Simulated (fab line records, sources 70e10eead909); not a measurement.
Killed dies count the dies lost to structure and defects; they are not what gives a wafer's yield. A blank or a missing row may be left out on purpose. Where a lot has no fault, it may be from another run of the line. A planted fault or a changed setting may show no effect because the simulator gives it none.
fab line records + flow nand_harc
record
- lots=5
- wafers=14
- last_day=23
route steps=1159 shown A_M1@1038
lots untouched by any fault: they come from a run of this same line in which no faults occurred
start_h: hours from the record's opening day to when the first of the lot's shown wafers began + wait_h: time in hours since the lot's previous step + " the same as in the row above + L1.1+2: a single row standing in for several wafers + - no value present, or no start provided + * or withheld: withheld + < > ~ a bound
route shown NAME@n: a module of which the file shows steps, and the number in the route of the first + usual: mean/standard deviation taken from wafers without a fault + same: alike in all rows + chamber/n: place in a boat + sites: the reading at each site + _std_site: the values' standard deviation + _edge_site: the outer-site mean with the inner-site mean subtracted + radius_mm: how far each site lies from the wafer's centre + mask NAME#n: copy n + behind: the tool/chamber that last shaped the wafer + hold: cause of the lot's hold/its duration in hours/its outcome + device: the n, p or np transistor that did not switch + end of line: at the end of the route, the tests of the same wafers + a step without rows: its recipe alone + killed: dies that structure and defects cost at the first sort, which is not the same as the wafer's yield + map: a wafer's dies, marking killed ones x, the rest . and places with no die _
set.NAME: the setting the step ran with; set.NAME@STEP: the setting that earlier step ran with + model.NAME: the simulator's own value behind a step, which no gauge read
lots at some steps of the route; a table a step, a row a wafer
services: from which hour (start_h, from the record's first day; less than 0 if before it) a tool's chamber was out of use, for how many hours, and why
## steps
# step NHARC_A_M1_INSPECT_11
# usual
- raw_defect_count=30/15
| lot.wafer | tool              | chamber | start_h | wait_h | raw_defect_count |
|-----------|-------------------|---------|---------|--------|------------------|
| L419.3    | defect_inspect-02 | -       | 409.35  | 0.0    | 18               |
| L419.4    | "                 | -       | "       | "      | 12               |
| L419.6    | "                 | -       | "       | "      | 25               |
| L420.1    | defect_inspect-02 | -       | 421.07  | 0.0    | 36               |
| L420.4    | "                 | -       | "       | "      | 44               |
| L420.6    | "                 | -       | "       | "      | 52               |
| L427.4    | defect_inspect-02 | -       | 452.52  | 0.0    | 28               |
| L427.6    | "                 | -       | "       | "      | 30               |
| L439.2    | defect_inspect-02 | -       | 522.50  | 0.0    | 20               |
| L439.3    | "                 | -       | "       | "      | 31               |
| L439.5    | "                 | -       | "       | "      | 21               |
| L441.1    | defect_inspect-02 | -       | 523.03  | 0.0    | 42               |
| L441.3    | "                 | -       | "       | "      | 38               |
| L441.6    | "                 | -       | "       | "      | 35               |
# step NHARC_A_M1_DESCUM_14
# recipe
- time_s=3
- o2_flow_sccm=200
- ar_flow_sccm=0
- bias_power_w=0
- chemistry=O2
# usual
- drypump_motor_current_A=5.8/0.5
- oes_product_au=1.005/0.013
- rf_vpp_V=57.7/0.89
- showerhead_plenum_p_Torr=1.91/0.092
- throttle_valve_pct=11.311/0.0093
| lot.wafer | tool        | chamber | start_h | wait_h | drypump_motor_current_A | oes_product_au | rf_hours_counter_h | rf_vpp_V | showerhead_plenum_p_Torr | throttle_valve_pct |
|-----------|-------------|---------|---------|--------|-------------------------|----------------|--------------------|----------|--------------------------|--------------------|
| L419.4    | rie_diel-09 | 1       | 409.41  | 0.1    | 5.0                     | 1.005          | 3                  | 57.8     | 2.06                     | 11.316             |
| L419.3    | "           | 2       | "       | "      | 5.9                     | 1.011          | 3                  | 57.6     | 2.04                     | 11.312             |
| L419.6    | "           | 1       | "       | "      | 5.0                     | 0.991          | -                  | 58.2     | 2.06                     | 11.301             |
| L420.4    | rie_diel-09 | 0       | 421.13  | 0.1    | 5.3                     | 1.013          | 3                  | 56.8     | 1.92                     | 11.312             |
| L420.1    | "           | 3       | "       | "      | 6.0                     | 1.001          | 4                  | 56.9     | 1.86                     | 11.302             |
| L420.6    | "           | 0       | "       | "      | 5.3                     | 1.009          | -                  | 56.7     | 1.92                     | 11.303             |
| L427.4    | rie_diel-04 | 3       | 452.58  | 0.1    | 6.4                     | 1.011          | 8                  | 59.4     | 1.86                     | 11.306             |
| L427.6    | "           | 0       | "       | "      | 6.0                     | 1.029          | -                  | 58.4     | 1.80                     | 11.321             |
| L439.2    | rie_diel-10 | 0       | 522.57  | 0.1    | 6.0                     | 0.970          | 12                 | 57.7     | 1.81                     | 11.300             |
| L439.3    | "           | 1       | "       | "      | 5.3                     | 0.998          | 11                 | 59.3     | 1.96                     | 11.315             |
| L439.5    | "           | 3       | "       | "      | 6.7                     | 1.032          | -                  | 55.7     | 1.87                     | 11.313             |
| L441.1    | rie_diel-04 | 0       | 523.10  | 0.1    | 6.0                     | 1.003          | 4                  | 56.5     | 1.80                     | 11.302             |
| L441.3    | "           | 2       | "       | "      | 5.1                     | 1.011          | 3                  | 57.9     | 1.95                     | 11.324             |
| L441.6    | "           | 1       | "       | "      | 6.1                     | 0.994          | -                  | 58.9     | 1.83                     | 11.313             |
# step NHARC_A_M1_ETCH_35
# recipe
- target_depth_a=400
- overetch_a=120
- time_s=43.94
- ion_energy_ev=200
- n2_flow_sccm=150
- h2_flow_sccm=150
- ar_flow_sccm=0
- rf_w=400
- bias_w=150
- chemistry=N2/H2
# usual
- bias_w=150.0/0.49
- drypump_motor_current_A=5.8/0.49
- oes_product_au=1.004/0.011
- rf_fwd_power_W=395.2/1.7
- rf_vpp_V=430.6/2.8
- showerhead_plenum_p_Torr=2.04/0.099
- throttle_valve_pct=14.172/0.0078
| lot.wafer | tool        | chamber | start_h | wait_h | bias_w | drypump_motor_current_A | oes_product_au | rf_fwd_power_W | rf_hours_counter_h | rf_vpp_V | showerhead_plenum_p_Torr | throttle_valve_pct |
|-----------|-------------|---------|---------|--------|--------|-------------------------|----------------|----------------|--------------------|----------|--------------------------|--------------------|
| L419.4    | rie_diel-09 | 3       | 409.50  | 0.1    | 150.1  | 6.0                     | 0.997          | 396.8          | 3                  | 428.9    | 1.98                     | 14.188             |
| L419.3    | "           | 1       | "       | "      | 148.5  | 5.0                     | 0.997          | 397.9          | 3                  | 435.1    | 2.21                     | 14.170             |
| L419.6    | "           | 2       | "       | "      | 150.4  | 5.9                     | 1.016          | 394.3          | -                  | 434.4    | 2.18                     | 14.172             |
| L420.4    | rie_diel-09 | 2       | 421.21  | 0.1    | 149.7  | 5.9                     | 1.009          | 394.0          | 4                  | 433.3    | 2.18                     | 14.184             |
| L420.1    | "           | 3       | "       | "      | 149.7  | 6.1                     | 1.005          | 395.6          | 4                  | 428.7    | 1.98                     | 14.175             |
| L420.6    | "           | 3       | "       | "      | 149.2  | 6.1                     | 0.996          | 396.3          | -                  | 429.2    | 1.98                     | 14.165             |
| L427.4    | rie_diel-04 | 1       | 452.66  | 0.1    | 150.1  | 6.1                     | 0.991          | 393.2          | 9                  | 427.5    | 1.95                     | 14.167             |
| L427.6    | "           | 1       | "       | "      | 149.7  | 6.1                     | 0.988          | 392.2          | -                  | 428.6    | 1.95                     | 14.192             |
| L439.3    | rie_diel-10 | 2       | 522.65  | 0.1    | 150.4  | 5.8                     | 0.986          | 394.8          | 10                 | 433.9    | 2.18                     | 14.158             |
| L439.2    | "           | 0       | "       | "      | 150.5  | 6.0                     | 0.971          | 394.4          | 12                 | 425.8    | 1.93                     | 14.173             |
| L439.5    | "           | 3       | "       | "      | 150.1  | 6.6                     | 1.021          | 395.0          | -                  | 430.7    | 1.99                     | 14.186             |
| L441.1    | rie_diel-04 | 1       | 523.19  | 0.1    | 150.6  | 6.1                     | 0.996          | 394.0          | 3                  | 426.7    | 1.95                     | 14.178             |
| L441.3    | "           | 3       | "       | "      | 150.2  | 6.4                     | 1.009          | 396.7          | 3                  | 428.6    | 1.98                     | 14.159             |
| L441.6    | "           | 1       | "       | "      | 150.3  | 6.1                     | 0.991          | 395.0          | -                  | 428.5    | 1.95                     | 14.179             |
# step NHARC_A_M1_ETCH_15
# recipe
- target_depth_a=1825
- time_s=91.2
- c4f8_flow_sccm=withheld
- ar_flow_sccm=400
- rf_w=600
- bias_w=300
- chemistry=C4F8/Ar
# step NHARC_A_M1_CD_MEAS_16
# usual
- cd_nm=119.9/0.93
| lot.wafer | tool      | chamber | start_h | wait_h | cd_nm |
|-----------|-----------|---------|---------|--------|-------|
| L419.3    | cd_sem-03 | -       | 409.72  | -      | 120.5 |
| L419.4    | "         | -       | "       | "      | 119.8 |
| L419.6    | "         | -       | "       | "      | 119.5 |
| L420.1    | cd_sem-01 | -       | 421.43  | -      | 119.5 |
| L420.4    | "         | -       | "       | "      | 119.4 |
| L420.6    | "         | -       | "       | "      | 118.5 |
| L427.4    | cd_sem-02 | -       | 452.89  | -      | 119.4 |
| L427.6    | "         | -       | "       | "      | 120.3 |
| L439.2    | cd_sem-02 | -       | 522.88  | -      | 118.8 |
| L439.3    | "         | -       | "       | "      | 119.8 |
| L439.5    | "         | -       | "       | "      | 118.6 |
| L441.1    | cd_sem-03 | -       | 523.41  | -      | 119.2 |
| L441.3    | "         | -       | "       | "      | 119.8 |
| L441.6    | "         | -       | "       | "      | 121.1 |
# step NHARC_A_M1_STRIP_18
# recipe
- power_w=1000
- n2_flow_sccm=150
- h2_flow_sccm=150
- ar_flow_sccm=0
- bias_w=0
- chemistry=N2/H2
# step NHARC_A_M1_ETCH_28
# recipe
- target_depth_a=300
- over_etch_frac=0.3
- time_s=72.99
- ion_energy_ev=150
- cf4_flow_sccm=50
- n2_flow_sccm=100
- ar_flow_sccm=150
- rf_w=300
- bias_w=100
- chemistry=CF4/N2
# usual
- bias_w=100.0/0.31
- drypump_motor_current_A=5.8/0.49
- oes_product_au=1.005/0.014
- rf_fwd_power_W=297.4/1
- rf_vpp_V=314.4/2.1
- showerhead_plenum_p_Torr=2.64/0.12
- throttle_valve_pct=19.795/0.0081
| lot.wafer | tool        | chamber | start_h | wait_h | bias_w | drypump_motor_current_A | oes_product_au | rf_fwd_power_W | rf_hours_counter_h | rf_vpp_V | showerhead_plenum_p_Torr | throttle_valve_pct |
|-----------|-------------|---------|---------|--------|--------|-------------------------|----------------|----------------|--------------------|----------|--------------------------|--------------------|
| L419.3    | rie_diel-10 | 0       | -       | -      | 100.4  | 6.0                     | 0.994          | 297.3          | 3                  | 311.1    | 2.49                     | 19.789             |
| L419.4    | "           | 1       | "       | "      | 99.9   | 5.3                     | 1.008          | 297.2          | 3                  | 315.7    | 2.69                     | 19.794             |
| L419.6    | "           | 0       | "       | "      | 99.7   | 6.0                     | 0.991          | 297.2          | -                  | 312.2    | 2.50                     | 19.787             |
| L420.4    | rie_diel-09 | 2       | -       | -      | 99.9   | 5.9                     | 1.015          | 297.2          | 4                  | 317.7    | 2.79                     | 19.815             |
| L420.1    | "           | 1       | "       | "      | 99.7   | 5.0                     | 0.987          | 298.4          | 4                  | 317.7    | 2.82                     | 19.780             |
| L420.6    | "           | 2       | "       | "      | 99.8   | 5.9                     | 1.017          | 298.0          | -                  | 318.3    | 2.79                     | 19.790             |
| L427.4    | rie_diel-10 | 1       | -       | -      | 100.2  | 5.2                     | 1.016          | 295.4          | 7                  | 317.3    | 2.69                     | 19.787             |
| L427.6    | "           | 0       | "       | "      | 99.9   | 6.0                     | 0.993          | 296.7          | -                  | 311.5    | 2.49                     | 19.797             |
| L439.3    | rie_diel-09 | 2       | -       | -      | 100.3  | 5.9                     | 1.020          | 295.9          | 2                  | 316.7    | 2.79                     | 19.797             |
| L439.2    | "           | 0       | "       | "      | 99.8   | 5.3                     | 1.007          | 298.7          | 2                  | 313.2    | 2.63                     | 19.804             |
| L439.5    | "           | 2       | "       | "      | 99.5   | 5.9                     | 1.006          | 296.9          | -                  | 317.9    | 2.79                     | 19.794             |
| L441.1    | rie_diel-09 | 1       | -       | -      | 99.8   | 5.0                     | 1.028          | 298.1          | 2                  | 316.5    | 2.82                     | 19.788             |
| L441.3    | "           | 3       | "       | "      | 100.3  | 6.0                     | 1.007          | 297.8          | 2                  | 312.2    | 2.55                     | 19.811             |
| L441.6    | "           | 2       | "       | "      | 100.2  | 5.9                     | 1.008          | 296.1          | -                  | 315.9    | 2.79                     | 19.794             |
# step NHARC_A_M1_STRIP_19
# recipe
- time_s=600
- temp_c=30
- chemistry=post_etch_residue_remover
# step NHARC_A_M1_DEGAS_29
# recipe
- temp_c=250
- time_s=60
# step NHARC_A_M1_PRE_CLEAN_30
# recipe
- time_s=30
- temp_c=280
- gas=H2/He
# step NHARC_A_M1_PVD_20
# recipe
- target_thk_a=50
- bias_v=168.6
- power_w=15000
- chamber_pressure_pa=0.12
- time_s=8.06
- substrate_temp_c=50
- material=TaN
# usual
- throttle_valve_pct=30.0/1.2
| lot.wafer | tool           | chamber | start_h | wait_h | throttle_valve_pct |
|-----------|----------------|---------|---------|--------|--------------------|
| L419.4    | pvd_sputter-02 | -       | -       | -      | 31.8               |
| L419.3    | "              | -       | "       | "      | 31.2               |
| L419.6    | "              | -       | "       | "      | 28.7               |
| L420.1    | pvd_sputter-02 | -       | -       | -      | 29.6               |
| L420.4    | "              | -       | "       | "      | 31.4               |
| L420.6    | "              | -       | "       | "      | 32.3               |
| L427.4    | pvd_sputter-03 | -       | -       | -      | 30.2               |
| L427.6    | "              | -       | "       | "      | 27.3               |
| L439.2    | pvd_sputter-02 | -       | -       | -      | 30.1               |
| L439.3    | "              | -       | "       | "      | 32.1               |
| L439.5    | "              | -       | "       | "      | 28.7               |
| L441.3    | pvd_sputter-01 | -       | -       | -      | 28.9               |
| L441.1    | "              | -       | "       | "      | 30.4               |
| L441.6    | "              | -       | "       | "      | 29.0               |
# step NHARC_A_M1_PVD_21
# recipe
- target_thk_a=300
- chamber_pressure_pa=5
- power_w=5000
- substrate_temp_c=30
- time_s=20.49
- material=Cu
# usual
- throttle_valve_pct=30.0/1.2
| lot.wafer | tool           | chamber | start_h | wait_h | throttle_valve_pct |
|-----------|----------------|---------|---------|--------|--------------------|
| L419.3    | pvd_sputter-02 | -       | -       | -      | 28.7               |
| L419.4    | "              | -       | "       | "      | 29.9               |
| L419.6    | "              | -       | "       | "      | 28.7               |
| L420.1    | pvd_sputter-02 | -       | -       | -      | 31.9               |
| L420.4    | "              | -       | "       | "      | 31.2               |
| L420.6    | "              | -       | "       | "      | 31.2               |
| L427.4    | pvd_sputter-03 | -       | -       | -      | 29.9               |
| L427.6    | "              | -       | "       | "      | 30.2               |
| L439.3    | pvd_sputter-02 | -       | -       | -      | 28.7               |
| L439.2    | "              | -       | "       | "      | 31.9               |
| L439.5    | "              | -       | "       | "      | 31.6               |
| L441.3    | pvd_sputter-01 | -       | -       | -      | 30.3               |
| L441.1    | "              | -       | "       | "      | 30.8               |
| L441.6    | "              | -       | "       | "      | 30.4               |
# step NHARC_A_M1_ECD_22
# recipe
- target_thk_a=4000
- bath_temp_c=25
- material=Cu
| lot.wafer  | tool      | chamber | start_h | wait_h |
|------------|-----------|---------|---------|--------|
| L419.3+4+6 | ecd_cu-01 | 1,0,0   | 410.90  | -      |
| L420.1+4+6 | ecd_cu-02 | 0       | 422.55  | -      |
| L427.4+6   | ecd_cu-02 | 0       | 454.10  | -      |
| L439.2+3+5 | ecd_cu-01 | 0,1,0   | 523.95  | -      |
| L441.1+3+6 | ecd_cu-01 | 0       | 524.57  | -      |
# step NHARC_A_M1_ANNEAL_31
# recipe
- temp_c=225
- time_s=90
# step NHARC_A_M1_CMP_23
# recipe
- t_overpolish_s=20
- target_thk_nm=154.34
# usual
- motor_current_A=11.4/0.91
- time_to_endpoint_s=28.2/3
| lot.wafer | tool   | chamber | start_h | wait_h | motor_current_A | time_to_endpoint_s |
|-----------|--------|---------|---------|--------|-----------------|--------------------|
| L419.4    | cmp-03 | 0       | 411.52  | -      | 10.4            | 25.5               |
| L419.3    | "      | 1       | "       | "      | 12.0            | 30.3               |
| L419.6    | "      | 1       | "       | "      | 11.8            | 29.1               |
| L420.4    | cmp-04 | 1       | 423.28  | -      | 12.2            | 26.3               |
| L420.1    | "      | 2       | "       | "      | 11.6            | 30.4               |
| L420.6    | "      | 1       | "       | "      | 11.8            | 28.6               |
| L427.4    | cmp-04 | 2       | 454.68  | -      | 11.8            | 27.1               |
| L427.6    | "      | 3       | "       | "      | 11.5            | 41.7               |
| L439.2    | cmp-02 | 0       | 524.68  | -      | 10.7            | 27.1               |
| L439.3    | "      | 2       | "       | "      | 12.9            | 31.8               |
| L439.5    | "      | 0       | "       | "      | 10.3            | 26.4               |
| L441.1    | cmp-02 | 2       | 525.32  | -      | 12.8            | 28.8               |
| L441.3    | "      | 1       | "       | "      | 11.2            | 31.7               |
| L441.6    | "      | 3       | "       | "      | 13.2            | 29.1               |
# step NHARC_A_M1_THK_MEAS_24
# recipe
- thk_meas_gauge=xrf
# usual
- thk_nm=154.3/1.5
| lot.wafer | tool          | chamber | start_h | wait_h | thk_nm |
|-----------|---------------|---------|---------|--------|--------|
| L419.3    | film_metro-01 | -       | 411.84  | -      | 154.0  |
| L419.4    | "             | -       | "       | "      | 154.0  |
| L419.6    | "             | -       | "       | "      | 155.9  |
| L420.1    | film_metro-02 | -       | 423.60  | -      | 154.5  |
| L420.4    | "             | -       | "       | "      | 156.3  |
| L420.6    | "             | -       | "       | "      | 154.5  |
| L427.4    | film_metro-01 | -       | 455.00  | -      | 153.1  |
| L427.6    | "             | -       | "       | "      | 153.9  |
| L439.2    | film_metro-02 | -       | 525.00  | -      | 152.9  |
| L439.3    | "             | -       | "       | "      | 154.8  |
| L439.5    | "             | -       | "       | "      | 153.6  |
| L441.1    | film_metro-02 | -       | 525.63  | -      | 154.4  |
| L441.3    | "             | -       | "       | "      | 155.6  |
| L441.6    | "             | -       | "       | "      | 156.1  |
## services
| tool           | chamber | start_h | hours | kind   |
|----------------|---------|---------|-------|--------|
| rie_diel-09    | 0       | 385.63  | -     | clean  |
| rie_diel-09    | 1       | 385.63  | -     | clean  |
| rie_diel-10    | -       | 385.86  | 0.3   | repair |
| pvd_sputter-03 | -       | 387.14  | 4.8   | repair |
| rie_diel-09    | 0       | 390.39  | 4.3   | repair |
| pvd_sputter-02 | -       | 392.00  | 10.0  | pm     |
| cmp-04         | -       | 399.00  | 4.0   | pm     |
| rie_diel-04    | 2       | 417.09  | 3.9   | repair |
| cmp-02         | -       | 422.50  | 4.0   | pm     |
| cmp-03         | -       | 423.24  | 2.6   | repair |
| pvd_sputter-02 | -       | 428.71  | 2.8   | repair |
| rie_diel-09    | -       | 431.10  | 9.0   | pm     |
| cmp-02         | -       | 432.42  | 0.8   | repair |
| rie_diel-10    | 2       | 440.87  | 4.6   | repair |
| ecd_cu-01      | -       | 448.42  | 8.0   | pm     |
| cmp-03         | -       | 450.13  | 4.0   | pm     |
| pvd_sputter-03 | -       | 458.08  | 10.0  | pm     |
| rie_diel-04    | -       | 465.90  | 9.0   | pm     |
| ecd_cu-01      | -       | 488.15  | 1.7   | repair |
| ecd_cu-01      | -       | 490.08  | 0.7   | repair |
| cmp-04         | -       | 497.00  | 4.0   | pm     |
| pvd_sputter-01 | -       | 506.66  | 4.6   | repair |
| pvd_sputter-01 | -       | 514.02  | 10.0  | pm     |
| cmp-02         | -       | 520.50  | 4.0   | pm     |
## key
first_sign
- step=NHARC_A_M1_CMP_23
- reading=time_to_endpoint_s
- direction=up
- sigmas=4.5
- usual=*
- struck=*
effect none on later readings
met_at NHARC_A_M1_ECD_22
struck_wafers L427.6
sort_left_out L427.6
onset_between 422.55 454.10
fault
- kind=process_parameter_drift
- tool=ecd_cu-02
- chamber=-
- onset_h=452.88
- steps=NHARC_A_M1_ECD_22
- channel=target_thk_a
- offset=*
- shape=step
- end_h=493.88
- scope=struck_wafers_only
- acts_in=*
- stated=*
# sort_left_out: the simulated sort isn't trusted on such a fault, so these wafers' sort isn't shown, and their yield isn't known
